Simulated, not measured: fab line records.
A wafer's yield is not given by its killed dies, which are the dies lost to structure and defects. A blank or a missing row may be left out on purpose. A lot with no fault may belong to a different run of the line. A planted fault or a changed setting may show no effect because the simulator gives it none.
Matching of chambers | flow n5Finfet | N5_BEOL_M11_ETCH_62 on rieDiel-04: 4 sister chambers
The step etches SOC in N2/H2, target depth 110 nm, overetch 22 nm, time 165 s. 4 wafers are shown with their chamber, then 9 later ones without.

== EACH WAFER AND ITS CHAMBER ==
wafer  | chamber | showerheadPlenumPTorr (Torr)
L086.2 | 2       | 2.63
L089.2 | 1       | 2.54
L089.4 | 3       | 2.63
L089.6 | 0       | 2.48

== WAFERS MISSING THEIR CHAMBER ==
wafer  | showerheadPlenumPTorr (Torr)
L092.2 | 2.53
L092.5 | 2.53
L092.6 | 2.48
L093.3 | 2.62
L093.4 | 2.48
L093.5 | 2.62
L094.4 | 2.53
L094.5 | 2.48
L094.6 | 2.62

== CHAMBER TAKEN BY EACH ==
wafer  | from the rows above     | in truth
L092.2 | 1                       | 1
L092.5 | 1                       | 1
L092.6 | 0                       | 0
L093.3 | can't be placed: 2 or 3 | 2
L093.4 | 0                       | 0
L093.5 | can't be placed: 2 or 3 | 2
L094.4 | 1                       | 1
L094.5 | 0                       | 0
L094.6 | can't be placed: 2 or 3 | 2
Correctly placed: 6 of 9. Unplaceable from these rows: 3, with the true chamber sitting among the candidates in 3. Number placed wrongly: 0.
How it was worked out, from the rows above alone: a wafer's distance from a chamber is the root of the sum, over the readings, of the square of ((its reading less the chamber's mean) divided by the reading's scatter). The wafer belongs to the nearest chamber; if the next one is less than 2 further off, it can't be placed. A chamber's mean is the mean of its shown wafers. The scatter: root of mean squared gap, hidden wafer to nearest shown wafer, with one shown wafer a chamber.
